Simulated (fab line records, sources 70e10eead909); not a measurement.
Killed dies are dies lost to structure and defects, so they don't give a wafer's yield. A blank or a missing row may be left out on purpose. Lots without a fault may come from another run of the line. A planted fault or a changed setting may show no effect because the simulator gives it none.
fab line records | flow nand_harc
record lots=13 wafers=39 last_day=33
route steps=1302 shown A_ONON_D2@554 END@1302
lots that met no fault: from a run of the same line without faults
start_h: hours from the record's first day to the start of the lot's first wafer shown | wait_h: hours since the lot's step before | " the same as in the row above | L1.1+2: a row that stands for several wafers | - no value, or no start given | * or withheld: withheld | < > ~ a bound
route shown NAME@n: a module of which the file shows steps, and the number in the route of the first | usual: mean/standard deviation of fault-free wafers | same: alike in all rows | chamber/n: place in a boat | sites: the reading at each site | _std_site: their standard deviation | _edge_site: outer sites' mean less inner sites' | radius_mm: how far each site lies from the wafer's centre | mask NAME#n: copy n | behind: the tool/chamber that last shaped the wafer | hold: why the lot was held/for how many hours/how that ended | device: the transistor (n, p or np) that didn't switch | end of line: the same wafers' tests at the end of the route | a step without rows: its recipe alone | killed: dies lost to structure and defects at the first sort, not the wafer's yield | map: a wafer's dies, x killed, . not, _ none there
set.NAME: the setting as run; set.NAME@STEP: as run at that earlier step | model.NAME: the simulator's own value behind a step, which no gauge read
steps of the route over a sample of lots; a table a step, a row a wafer
services: from which hour (start_h, from the record's first day; less than 0 if before it) a tool's chamber was out of use, for how many hours, and why
## steps
# step NHARC_A_ONON_D2_THK_MEAS_14
# recipe thk_meas_gauge=ellipsometry
# usual thk_nm=1005/8.2
# columns lot.wafer tool chamber start_h wait_h thk_nm
L133.2 film_metro-02 - 266.98 - 1004
L133.3 " - " " 1006
L133.6 " - " " 1004
L134.3 film_metro-01 - 282.99 - 1010
L134.4 " - " " 1011
L134.6 " - " " 1011
L135.1 film_metro-01 - 300.38 - 1002
L135.5 " - " " 1003
L135.6 " - " " 1004
L136.1 film_metro-01 - 300.41 - 1007
L136.4 " - " " 1007
L136.5 " - " " 1007
L138.1 film_metro-02 - 334.71 - 987
L138.4 " - " " 990
L138.6 " - " " 989
L143.1 film_metro-01 - 388.15 - 1006
L143.2 " - " " 1009
L143.6 " - " " 1005
L145.4 film_metro-02 - 397.01 - 996
L145.5 " - " " 997
L145.6 " - " " 995
L148.2 film_metro-02 - 414.28 - 1003
L148.5 " - " " 1002
L148.6 " - " " 1003
L149.1 film_metro-01 - 439.54 - 1013
L149.4 " - " " 1014
L149.5 " - " " 1015
L153.1 film_metro-02 - 470.13 - 1016
L153.4 " - " " 1016
L153.6 " - " " 1018
L154.2 film_metro-02 - 495.00 - 995
L154.5 " - " " 995
L154.6 " - " " 995
L156.1 film_metro-02 - 502.98 - 1004
L156.2 " - " " 1006
L156.3 " - " " 1004
L155.1 film_metro-01 - 503.15 - 1026
L155.3 " - " " 1022
L155.6 " - " " 1027
# step NHARC_A_ONON_D2_THK_MEAS_24
# recipe thk_meas_gauge=ellipsometry
# usual thk_nm=999/9.9
# columns lot.wafer tool chamber start_h wait_h thk_nm
L133.2 film_metro-02 - 275.48 - 1008
L133.3 " - " " 1009
L133.6 " - " " 1008
L134.3 film_metro-02 - 294.88 - 1006
L134.4 " - " " 1005
L134.6 " - " " 1005
L135.1 film_metro-01 - 309.21 - 1006
L135.5 " - " " 1008
L135.6 " - " " 1007
L136.1 film_metro-02 - 309.24 - 1009
L136.4 " - " " 1011
L136.5 " - " " 1008
L138.1 film_metro-01 - 343.23 - 1011
L138.4 " - " " 1012
L138.6 " - " " 1012
L143.1 film_metro-01 - 396.67 - 994
L143.2 " - " " 994
L143.6 " - " " 997
L145.4 film_metro-02 - 405.44 - 993
L145.5 " - " " 994
L145.6 " - " " 994
L148.2 film_metro-02 - 422.82 - 1004
L148.5 " - " " 1003
L148.6 " - " " 1002
L149.1 film_metro-01 - 448.39 - 981
L149.4 " - " " 982
L149.5 " - " " 982
L153.1 film_metro-02 - 479.02 - 1004
L153.4 " - " " 1005
L153.6 " - " " 1005
L154.2 film_metro-01 - 505.76 - 990
L154.5 " - " " 990
L154.6 " - " " 992
L156.1 film_metro-02 - 511.52 - 992
L156.2 " - " " 989
L156.3 " - " " 991
L155.1 film_metro-01 - 511.67 - 1006
L155.3 " - " " 1009
L155.6 " - " " 1007
# step NHARC_A_ONON_D2_DEP_33
# recipe target_thk_a=2000 temp_c=400 pressure_torr=6.5 rf_w=900 teos_flow_sccm=161.4 flow_sccm=2650 target_thk_nm=200 gas=O2 material=SiO2
# usual heater_power_w=557/84 rf_fwd_power_W=897.7/2.6 throttle_valve_pct=16.0/0.39
# columns lot.wafer tool chamber start_h wait_h heater_power_w rf_fwd_power_W throttle_valve_pct
L133.2 pecvd-01 1 276.76 0.1 567 898.0 15.7
L133.3 " 0 " " 612 896.2 16.1
L133.6 " 0 " " 616 899.5 16.3
L134.3 pecvd-04 2 296.12 0.1 590 899.2 16.5
L134.6 " 1 " " 553 896.1 15.7
L134.4 " 0 " " 492 893.7 15.6
L135.1 pecvd-04 0 310.40 0.1 399 898.6 15.7
L135.6 " 0 " " 422 903.9 15.6
L135.5 " 2 " " 570 894.1 16.6
L136.1 pecvd-01 2 310.53 0.1 502 900.4 16.2
L136.4 " 0 " " 600 895.9 15.9
L136.5 " 1 " " 671 897.3 15.8
L138.1 pecvd-01 1 344.46 0.1 489 896.0 15.6
L138.6 " 1 " " 516 897.1 15.8
L138.4 " 2 " " 643 899.9 16.1
L143.1 pecvd-01 1 397.87 0.1 481 893.2 16.0
L143.2 " 0 " " 578 896.1 16.4
L143.6 " 0 " " 608 895.3 16.7
L145.4 pecvd-01 0 406.77 0.2 508 899.5 16.7
L145.5 " 1 " " 627 902.2 16.3
L145.6 " 2 " " 635 898.4 16.7
L148.2 pecvd-04 2 424.11 0.1 525 898.8 16.4
L148.5 " 0 " " 486 895.8 15.8
L148.6 " 2 " " 534 897.0 16.3
L149.1 pecvd-04 1 449.59 0.1 565 895.2 16.2
L149.5 " 1 " " 579 897.7 16.1
L149.4 " 2 " " 552 898.6 16.6
L153.1 pecvd-04 0 480.21 0.1 446 897.7 15.0
L153.4 " 0 " " 459 894.8 15.8
L153.6 " 1 " " 596 897.8 15.8
L154.2 pecvd-04 1 506.95 0.1 569 904.1 16.2
L154.5 " 1 " " 579 902.0 16.1
L154.6 " 0 " " 501 898.7 15.5
L156.3 pecvd-03 2 512.71 0.1 586 897.2 15.8
L156.2 " 0 " " 391 899.2 15.1
L156.1 " 1 " " 716 899.4 15.8
L155.3 pecvd-03 2 512.98 0.2 692 898.6 15.6
L155.1 " 0 " " 380 893.2 15.3
L155.6 " 2 " " 714 898.2 16.0
# step NHARC_A_ONON_D2_THK_MEAS_34
# recipe thk_meas_gauge=ellipsometry
# usual thk_nm=200/3.5
# columns lot.wafer tool chamber start_h wait_h thk_nm
L133.2 film_metro-01 - 277.17 - 200
L133.3 " - " " 197
L133.6 " - " " 204
L134.3 film_metro-01 - 296.48 - 204
L134.4 " - " " 204
L134.6 " - " " 202
L135.1 film_metro-01 - 310.81 - 200
L135.5 " - " " 207
L135.6 " - " " 200
L136.1 film_metro-01 - 310.85 - 200
L136.4 " - " " 207
L136.5 " - " " 206
L138.1 film_metro-01 - 344.83 - 199
L138.4 " - " " 199
L138.6 " - " " 202
L143.1 film_metro-01 - 398.28 - 228
L143.2 " - " " 228
L143.6 " - " " 228
L145.4 film_metro-01 - 407.05 - 228
L145.5 " - " " 229
L145.6 " - " " 230
L148.2 film_metro-02 - 424.46 - 204
L148.5 " - " " 204
L148.6 " - " " 206
L149.1 film_metro-01 - 450.00 - 192
L149.4 " - " " 205
L149.5 " - " " 196
L153.1 film_metro-02 - 480.62 - 200
L153.4 " - " " 208
L153.6 " - " " 197
L154.2 film_metro-01 - 507.36 - 199
L154.5 " - " " 203
L154.6 " - " " 210
L156.1 film_metro-02 - 513.12 - 203
L156.2 " - " " 196
L156.3 " - " " 198
L155.1 film_metro-01 - 513.40 - 194
L155.3 " - " " 197
L155.6 " - " " 202
# step NHARC_A_ONON_D2_INSPECT_32
# usual raw_defect_count=394/150
# columns lot.wafer tool chamber start_h wait_h raw_defect_count
L133.2 defect_inspect-02 - 277.25 0.0 477
L133.3 " - " " 333
L133.6 " - " " 423
L134.3 defect_inspect-02 - 296.55 0.0 587
L134.4 " - " " 362
L134.6 " - " " 434
L135.1 defect_inspect-02 - 310.90 0.0 377
L135.5 " - " " 300
L135.6 " - " " 218
L136.1 defect_inspect-02 - 310.93 0.0 321
L136.4 " - " " 336
L136.5 " - " " 480
L138.1 defect_inspect-02 - 344.92 0.0 228
L138.4 " - " " 386
L138.6 " - " " 395
L143.1 defect_inspect-01 - 398.34 0.0 455
L143.2 " - " " 503
L143.6 " - " " 311
L145.4 defect_inspect-02 - 407.13 0.0 516
L145.5 " - " " 428
L145.6 " - " " 531
L148.2 defect_inspect-01 - 424.52 0.0 554
L148.5 " - " " 394
L148.6 " - " " 534
L149.1 defect_inspect-02 - 450.06 0.0 538
L149.4 " - " " 639
L149.5 " - " " 927
L153.1 defect_inspect-02 - 480.71 0.0 294
L153.4 " - " " 300
L153.6 " - " " 381
L154.2 defect_inspect-02 - 507.45 0.0 364
L154.5 " - " " 285
L154.6 " - " " 368
L156.1 defect_inspect-02 - 513.19 0.1 356
L156.2 " - " " 612
L156.3 " - " " 710
L155.1 defect_inspect-02 - 513.48 0.0 248
L155.3 " - " " 323
L155.6 " - " " 305
# step NHARC_END_SORT_01
# recipe temp_c=25
# usual killed_at_array=46/15 killed_at_other=1.0/1.3 killed_at_periphery=4/3 killed_dies=51/15 killed_open=3.2/1.8 killed_short=2.5/1.5
# same gross_dies=677
# columns lot.wafer tool chamber start_h wait_h killed_at_array killed_at_other killed_at_periphery killed_dies killed_open killed_short
L133.2 prober-01 0 601.64 2.8 51 2 9 62 1 2
L133.3 prober-01 0 602.46 3.1 39 0 2 41 3 1
L133.6 prober-01 0 604.92 4.1 29 0 6 35 3 2
L136.1 prober-01 0 608.75 2.5 40 0 5 45 2 4
L136.4 prober-01 0 611.14 3.4 35 0 11 46 4 4
L136.5 prober-01 0 611.93 3.7 37 1 3 41 0 1
L134.3 prober-02 0 613.88 3.1 60 0 3 63 5 1
L134.4 prober-02 0 614.68 3.4 68 3 1 72 1 1
L134.6 prober-02 0 616.28 4.0 39 1 0 40 4 2
L135.1 prober-01 0 616.51 2.5 58 0 2 60 3 5
L135.5 prober-01 0 619.71 3.7 43 0 7 50 1 1
L135.6 prober-01 0 620.51 4.0 63 0 5 68 6 2
L138.1 prober-02 0 620.10 2.5 40 0 2 42 5 1
L138.4 prober-02 0 622.49 3.4 50 1 2 53 2 7
L138.6 prober-02 0 624.08 4.0 35 0 3 38 3 1
L143.1 prober-02 0 670.20 2.5 64 0 6 70 7 4
L143.2 prober-02 0 671.00 2.8 32 1 9 42 4 2
L143.6 prober-02 0 674.20 4.0 37 2 5 44 2 6
L145.4 prober-01 0 672.56 3.4 41 0 5 46 2 3
L145.5 prober-01 0 673.36 3.7 47 1 3 51 0 2
L145.6 prober-01 0 674.17 4.0 42 0 4 46 5 4
L148.2 prober-01 0 699.72 2.8 33 3 15 51 5 4
L148.5 prober-01 0 702.11 3.7 31 4 6 41 3 2
L148.6 prober-01 0 702.91 4.0 29 3 9 41 3 2
L149.1 prober-02 0 718.81 2.5 34 0 10 44 4 3
L149.4 prober-02 0 721.20 3.4 33 0 2 35 1 2
L149.5 prober-02 0 722.00 3.7 28 0 7 35 2 1
L153.1 prober-01 0 762.36 2.5 22 0 4 26 2 5
L153.4 prober-01 0 764.74 3.4 32 0 4 36 5 2
L153.6 prober-01 0 766.33 4.0 36 1 5 42 3 2
L156.1 prober-02 0 785.99 2.5 46 1 2 49 5 1
L156.2 prober-02 0 786.80 2.8 49 0 3 52 4 3
L156.3 prober-02 0 787.61 3.1 50 0 1 51 7 2
L154.2 prober-01 0 786.77 2.8 20 1 6 27 2 3
L154.5 prober-01 0 789.15 3.7 15 2 8 25 3 3
L154.6 prober-01 0 789.95 4.0 22 2 2 26 2 3
L155.1 prober-01 0 793.72 2.5 57 1 4 62 4 2
L155.3 prober-01 0 795.31 3.1 67 0 2 69 7 0
L155.6 prober-01 0 797.69 4.0 55 1 1 57 1 1
# killed by level:class
L133.2 A_CHANNEL_HOLE_D1:chamber_film_flake=37 A_CHANNEL_HOLE_D2:chamber_film_flake=6 P_M2:chamber_film_flake=4 A_STAIRCASE:chamber_film_flake=3 A_CONTACT:chamber_film_flake=3 P_GATE:chamber_film_flake=2 A_ONON_D1:geometric_particle:short=1 STARTING-WAFER:geometric_particle:open=1
L133.3 A_CHANNEL_HOLE_D1:chamber_film_flake=28 A_CHANNEL_HOLE_D2:chamber_film_flake=3 A_CONTACT:chamber_film_flake=3 A_ONON_D2:geometric_particle:open=2 A_ONON_D2:geometric_particle:short=1 A_WL_FILL:geometric_particle:open=1 P_STI:chamber_film_flake=1 P_M2:chamber_film_flake=1
L133.6 A_CHANNEL_HOLE_D1:chamber_film_flake=16 A_CHANNEL_HOLE_D2:chamber_film_flake=6 P_ZERO_WELL:chamber_film_flake=2 P_M2:chamber_film_flake=2 P_STI:geometric_particle:open=1 A_ONON_D1:geometric_particle:short=1 A_CHANNEL_FILL_D1:geometric_particle:open=1 A_CHANNEL_FILL_D1:geometric_particle:short=1
L136.1 A_CHANNEL_HOLE_D1:chamber_film_flake=18 A_CHANNEL_HOLE_D2:chamber_film_flake=12 P_M1:chamber_film_flake=4 A_STAIRCASE:chamber_film_flake=2 A_CONTACT:chamber_film_flake=2 P_GATE:geometric_particle:short=1 A_SOURCE_PLATE:geometric_particle:open=1 A_ONON_D1:geometric_particle:short=1
L136.4 A_CHANNEL_HOLE_D1:chamber_film_flake=15 A_CHANNEL_HOLE_D2:chamber_film_flake=7 P_GATE:chamber_film_flake=6 A_CONTACT:chamber_film_flake=3 P_M1:chamber_film_flake=2 A_STAIRCASE:chamber_film_flake=2 P_GATE:geometric_particle:short=1 P_M0:geometric_particle:open=1
L136.5 A_CHANNEL_HOLE_D1:chamber_film_flake=19 A_CHANNEL_HOLE_D2:chamber_film_flake=9 A_CONTACT:chamber_film_flake=5 A_CHANNEL_FILL_D2:geometric_particle:short=1 P_STI:chamber_film_flake=1 P_GATE:chamber_film_flake=1 P_M1:chamber_film_flake=1 A_CHANNEL_FILL_D2:chamber_film_flake=1
L134.3 A_CHANNEL_HOLE_D2:chamber_film_flake=29 A_CHANNEL_HOLE_D1:chamber_film_flake=18 A_CONTACT:chamber_film_flake=4 A_ONON_D1:geometric_particle:open=2 A_STAIRCASE:chamber_film_flake=2 A_WL_FILL:chamber_film_flake=2 P_GATE:geometric_particle:open=1 A_DECK1_JOINT:geometric_particle:open=1
L134.4 A_CHANNEL_HOLE_D1:chamber_film_flake=38 A_CHANNEL_HOLE_D2:chamber_film_flake=21 A_CONTACT:chamber_film_flake=4 THIN_TSV:chamber_film_flake=3 A_WL_FILL:geometric_particle:short=1 A_CONTACT:geometric_particle:open=1 P_M2:chamber_film_flake=1 A_DECK1_JOINT:chamber_film_flake=1
L134.6 A_CHANNEL_HOLE_D1:chamber_film_flake=16 A_CHANNEL_HOLE_D2:chamber_film_flake=11 A_CONTACT:chamber_film_flake=3 A_WL_FILL:chamber_film_flake=2 A_SOURCE_PLATE:geometric_particle:short=1 A_CHANNEL_FILL_D1:geometric_particle:open=1 A_DECK1_JOINT:geometric_particle:short=1 A_CHANNEL_FILL_D2:geometric_particle:open=1
L135.1 A_CHANNEL_HOLE_D2:chamber_film_flake=33 A_SLIT:chamber_film_flake=11 A_CONTACT:chamber_film_flake=4 A_CHANNEL_HOLE_D1:chamber_film_flake=2 P_CONTACT:geometric_particle:open=1 A_CHANNEL_HOLE_D1:geometric_particle:short=1 A_DECK1_JOINT:geometric_particle:short=1 A_DECK1_JOINT:geometric_particle:open=1
L135.5 A_CHANNEL_HOLE_D2:chamber_film_flake=19 A_SLIT:chamber_film_flake=16 P_GATE:chamber_film_flake=5 A_CONTACT:chamber_film_flake=3 P_M1:chamber_film_flake=2 A_CHANNEL_FILL_D2:geometric_particle:open=1 A_WL_FILL:geometric_particle:short=1 A_CHANNEL_FILL_D2:chamber_film_flake=1
L138.1 A_CHANNEL_HOLE_D1:chamber_film_flake=18 A_CHANNEL_HOLE_D2:chamber_film_flake=13 P_GATE:geometric_particle:open=2 A_M0:geometric_particle:open=2 A_CONTACT:chamber_film_flake=2 A_DECK1_JOINT:geometric_particle:short=1 A_BLC:geometric_particle:open=1 A_SGD_CUT:chamber_film_flake=1
L135.6 A_CHANNEL_HOLE_D2:chamber_film_flake=32 A_SLIT:chamber_film_flake=19 A_CONTACT:chamber_film_flake=6 P_CONTACT:geometric_particle:open=2 P_CONTACT:geometric_particle:short=1 P_M0:geometric_particle:open=1 A_ONON_D1:geometric_particle:open=1 A_CHANNEL_FILL_D2:geometric_particle:open=1
L138.4 A_CHANNEL_HOLE_D1:chamber_film_flake=32 A_CHANNEL_HOLE_D2:chamber_film_flake=5 A_ONON_D2:geometric_particle:short=2 A_WL_FILL:geometric_particle:short=2 A_CHANNEL_FILL_D2:chamber_film_flake=2 A_CONTACT:chamber_film_flake=2 A_BONDPAD:chamber_film_flake=2 P_M0:geometric_particle:short=1
L138.6 A_CHANNEL_HOLE_D1:chamber_film_flake=17 A_CHANNEL_HOLE_D2:chamber_film_flake=7 A_CONTACT:chamber_film_flake=3 P_CONTACT:geometric_particle:open=1 P_M0:geometric_particle:open=1 A_SGD_CUT:geometric_particle:open=1 A_WL_FILL:geometric_particle:short=1 P_GATE:chamber_film_flake=1
L143.1 A_CHANNEL_HOLE_D1:chamber_film_flake=41 A_SLIT:chamber_film_flake=5 P_BONDPAD:chamber_film_flake=3 A_CONTACT:chamber_film_flake=3 A_WL_FILL:geometric_particle:short=2 A_CHANNEL_FILL_D2:chamber_film_flake=2 P_GATE:geometric_particle:open=1 P_M0:geometric_particle:open=1
L143.2 A_CHANNEL_HOLE_D1:chamber_film_flake=16 A_CONTACT:chamber_film_flake=4 P_STI:chamber_film_flake=3 P_BONDPAD:chamber_film_flake=3 A_SLIT:chamber_film_flake=3 A_CHANNEL_HOLE_D2:chamber_film_flake=2 P_GATE:geometric_particle:open=1 A_DECK1_JOINT:geometric_particle:open=1
L145.4 A_CHANNEL_HOLE_D2:chamber_film_flake=13 A_CONTACT:chamber_film_flake=7 A_CHANNEL_FILL_D2:chamber_film_flake=6 A_CHANNEL_HOLE_D1:chamber_film_flake=5 A_STAIRCASE:chamber_film_flake=4 P_GATE:chamber_film_flake=3 A_WL_FILL:geometric_particle:open=2 A_ONON_D1:geometric_particle:short=1
L145.5 A_CHANNEL_HOLE_D2:chamber_film_flake=10 A_CONTACT:chamber_film_flake=9 A_CHANNEL_HOLE_D1:chamber_film_flake=7 A_CHANNEL_FILL_D2:chamber_film_flake=6 A_STAIRCASE:chamber_film_flake=6 A_SLIT:chamber_film_flake=3 A_WL_FILL:chamber_film_flake=3 A_CHANNEL_HOLE_D1:geometric_particle:short=1
L145.6 A_CHANNEL_HOLE_D2:chamber_film_flake=11 A_CHANNEL_FILL_D2:chamber_film_flake=7 A_CHANNEL_HOLE_D1:chamber_film_flake=6 A_STAIRCASE:chamber_film_flake=4 A_SLIT:chamber_film_flake=3 A_CONTACT:chamber_film_flake=3 P_CONTACT:geometric_particle:open=2 A_WL_FILL:geometric_particle:short=2
L143.6 A_CHANNEL_HOLE_D1:chamber_film_flake=18 A_CONTACT:chamber_film_flake=5 A_ONON_D1:geometric_particle:short=2 A_ONON_D2:geometric_particle:short=2 A_CHANNEL_FILL_D1:chamber_film_flake=2 A_CHANNEL_FILL_D2:chamber_film_flake=2 A_SLIT:chamber_film_flake=2 THIN_TSV:chamber_film_flake=2
L148.2 A_CHANNEL_HOLE_D2:chamber_film_flake=12 P_GATE:chamber_film_flake=5 A_CHANNEL_HOLE_D1:chamber_film_flake=5 P_ZERO_WELL:chamber_film_flake=3 P_BONDPAD:chamber_film_flake=3 A_STAIRCASE:chamber_film_flake=3 A_SLIT:chamber_film_flake=3 THIN_TSV:chamber_film_flake=3
L148.5 A_CHANNEL_HOLE_D2:chamber_film_flake=11 A_CHANNEL_HOLE_D1:chamber_film_flake=6 P_GATE:chamber_film_flake=4 A_STAIRCASE:chamber_film_flake=3 THIN_TSV:chamber_film_flake=3 A_WL_FILL:geometric_particle:open=2 A_CHANNEL_FILL_D2:chamber_film_flake=2 A_CHANNEL_HOLE_D1:geometric_particle:open=1
L148.6 A_CHANNEL_HOLE_D2:chamber_film_flake=12 P_GATE:chamber_film_flake=6 A_CHANNEL_HOLE_D1:chamber_film_flake=4 A_STAIRCASE:chamber_film_flake=4 A_SLIT:chamber_film_flake=3 A_CHANNEL_FILL_D1:geometric_particle:short=2 A_DECK1_JOINT:chamber_film_flake=2 P_M0:geometric_particle:open=1
L149.1 A_SLIT:chamber_film_flake=8 P_M2:chamber_film_flake=8 A_CHANNEL_HOLE_D1:chamber_film_flake=8 A_CONTACT:chamber_film_flake=4 A_WL_FILL:chamber_film_flake=3 A_BLC:chamber_film_flake=3 P_CONTACT:chamber_film_flake=2 A_ONON_D1:geometric_particle:short=1
L149.4 A_CHANNEL_HOLE_D1:chamber_film_flake=11 A_SLIT:chamber_film_flake=6 A_DECK1_JOINT:chamber_film_flake=4 A_CONTACT:chamber_film_flake=4 P_CONTACT:chamber_film_flake=2 A_BLC:chamber_film_flake=2 A_CHANNEL_FILL_D2:geometric_particle:short=1 A_CONTACT:geometric_particle:short=1
L149.5 A_CHANNEL_HOLE_D1:chamber_film_flake=6 A_CONTACT:chamber_film_flake=6 A_SLIT:chamber_film_flake=4 A_STAIRCASE:chamber_film_flake=3 A_BLC:chamber_film_flake=3 P_STI:chamber_film_flake=2 P_CONTACT:chamber_film_flake=2 P_M2:chamber_film_flake=2
L153.1 A_CHANNEL_HOLE_D1:chamber_film_flake=9 A_CHANNEL_HOLE_D2:chamber_film_flake=3 A_SLIT:chamber_film_flake=2 P_M1:geometric_particle:open=1 P_M1:geometric_particle:short=1 A_ONON_D1:geometric_particle:short=1 A_CHANNEL_FILL_D1:geometric_particle:short=1 A_CHANNEL_FILL_D2:geometric_particle:short=1
L153.4 A_CHANNEL_HOLE_D1:chamber_film_flake=13 A_STAIRCASE:chamber_film_flake=4 A_SLIT:chamber_film_flake=4 A_CONTACT:chamber_film_flake=3 A_ONON_D1:geometric_particle:open=2 P_GATE:chamber_film_flake=2 A_CHANNEL_HOLE_D2:chamber_film_flake=2 P_CONTACT:geometric_particle:open=1
L153.6 A_CHANNEL_HOLE_D1:chamber_film_flake=14 A_SLIT:chamber_film_flake=4 A_BLC:chamber_film_flake=4 P_ZERO_WELL:chamber_film_flake=3 A_CHANNEL_HOLE_D2:chamber_film_flake=3 A_CONTACT:chamber_film_flake=3 A_STAIRCASE:chamber_film_flake=2 A_WL_FILL:chamber_film_flake=2
L156.1 A_CHANNEL_HOLE_D2:chamber_film_flake=29 A_SLIT:chamber_film_flake=6 A_SGD_CUT:chamber_film_flake=3 A_DECK1_JOINT:geometric_particle:open=2 P_CONTACT:geometric_particle:short=1 A_CHANNEL_HOLE_D1:geometric_particle:open=1 A_ONON_D2:geometric_particle:open=1 A_M0:geometric_particle:open=1
L154.2 A_CONTACT:chamber_film_flake=9 A_SLIT:chamber_film_flake=4 P_M0:geometric_particle:short=2 P_ZERO_WELL:chamber_film_flake=2 A_WL_FILL:chamber_film_flake=2 A_ONON_D2:geometric_particle:open=1 A_ONON_D2:geometric_particle:short=1 A_CHANNEL_FILL_D2:geometric_particle:open=1
L156.2 A_CHANNEL_HOLE_D2:chamber_film_flake=19 A_SLIT:chamber_film_flake=10 A_CONTACT:chamber_film_flake=7 A_SGD_CUT:chamber_film_flake=3 P_ZERO_WELL:chamber_film_flake=2 A_SOURCE_PLATE:geometric_particle:short=1 A_CHANNEL_HOLE_D1:geometric_particle:open=1 A_DECK1_JOINT:geometric_particle:open=1
L156.3 A_CHANNEL_HOLE_D2:chamber_film_flake=21 A_SLIT:chamber_film_flake=9 A_CONTACT:chamber_film_flake=6 A_SGD_CUT:chamber_film_flake=3 A_CONTACT:geometric_particle:open=2 A_BLC:geometric_particle:open=2 A_ONON_D1:geometric_particle:open=1 A_ONON_D2:geometric_particle:short=1
L154.5 A_CONTACT:chamber_film_flake=9 P_M0:geometric_particle:open=2 P_M0:geometric_particle:short=2 P_ZERO_WELL:chamber_film_flake=2 A_SLIT:chamber_film_flake=2 THIN_TSV:chamber_film_flake=2 P_STI:geometric_particle:short=1 A_M0:geometric_particle:open=1
L154.6 A_CONTACT:chamber_film_flake=8 A_SLIT:chamber_film_flake=6 THIN_TSV:chamber_film_flake=2 A_SOURCE_PLATE:geometric_particle:short=1 A_CHANNEL_FILL_D2:geometric_particle:open=1 A_CHANNEL_FILL_D2:geometric_particle:short=1 A_WL_FILL:geometric_particle:short=1 A_CONTACT:geometric_particle:open=1
L155.1 A_SLIT:chamber_film_flake=16 A_CHANNEL_HOLE_D1:chamber_film_flake=14 A_CHANNEL_HOLE_D2:chamber_film_flake=10 A_CONTACT:chamber_film_flake=6 P_ZERO_WELL:chamber_film_flake=2 A_ZERO_WELL:chamber_film_flake=2 A_CHANNEL_FILL_D2:chamber_film_flake=2 A_BONDPAD:chamber_film_flake=2
L155.3 A_CHANNEL_HOLE_D2:chamber_film_flake=15 A_CHANNEL_HOLE_D1:chamber_film_flake=14 A_SLIT:chamber_film_flake=13 A_CONTACT:chamber_film_flake=11 A_BONDPAD:chamber_film_flake=3 A_ONON_D1:geometric_particle:open=2 A_DECK1_JOINT:geometric_particle:open=2 A_M0:chamber_film_flake=2
L155.6 A_CHANNEL_HOLE_D2:chamber_film_flake=15 A_CHANNEL_HOLE_D1:chamber_film_flake=14 A_SLIT:chamber_film_flake=12 A_CHANNEL_FILL_D2:chamber_film_flake=5 A_CONTACT:chamber_film_flake=4 A_BONDPAD:chamber_film_flake=2 P_CONTACT:geometric_particle:open=1 A_DECK1_JOINT:geometric_particle:short=1
## services
# columns tool chamber start_h hours kind
pecvd-01 2 255.69 17.1 repair
pecvd-01 1 262.29 4.7 repair
pecvd-04 - 269.19 13.0 pm
pecvd-04 0 269.19 13.0 vent_cycle
pecvd-04 1 269.19 13.0 vent_cycle
pecvd-04 2 269.19 13.0 vent_cycle
pecvd-04 0 282.19 - clean
pecvd-04 1 282.19 - clean
pecvd-04 2 282.19 - clean
pecvd-04 - 288.86 1.3 repair
pecvd-01 - 311.72 13.0 pm
pecvd-01 0 362.69 26.1 repair
pecvd-03 - 366.00 13.0 pm
pecvd-01 0 413.48 5.1 repair
pecvd-01 - 420.75 1.8 repair
pecvd-01 2 432.93 4.8 repair
pecvd-01 - 439.21 0.5 repair
pecvd-04 - 450.19 13.0 pm
pecvd-04 0 450.19 13.0 vent_cycle
pecvd-01 0 452.01 13.3 repair
pecvd-03 1 453.37 23.3 repair
pecvd-01 2 478.66 11.2 repair
pecvd-01 - 492.91 13.0 pm
pecvd-03 2 500.16 6.9 repair
## key
first_sign step=NHARC_A_ONON_D2_THK_MEAS_34 reading=thk_nm direction=up sigmas=8 usual=200 struck=228
effect none on later readings
met_at NHARC_A_ONON_D2_DEP_33
struck_lots L143,L145
tester_left_out L143,L145
not_acting_at NHARC_A_ONON_D2_THK_MEAS_14,NHARC_A_ONON_D2_THK_MEAS_24,NHARC_A_ONON_D2_INSPECT_32
onset_between 344.46 397.87
fault kind=process_parameter_drift tool=pecvd-01 chamber=- onset_h=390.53 steps=NHARC_A_ONON_D2_DEP_33 channel=teos_flow_sccm offset=* shape=step end_h=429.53 acts_in=* stated=*
# tester_left_out: of these lots the tester's yield and bins aren't shown, on N5 and GAA mostly nor the transistor test; their killed dies are dies lost to structure and defects alone, not to doping, threshold or leakage, so they don't give the yield
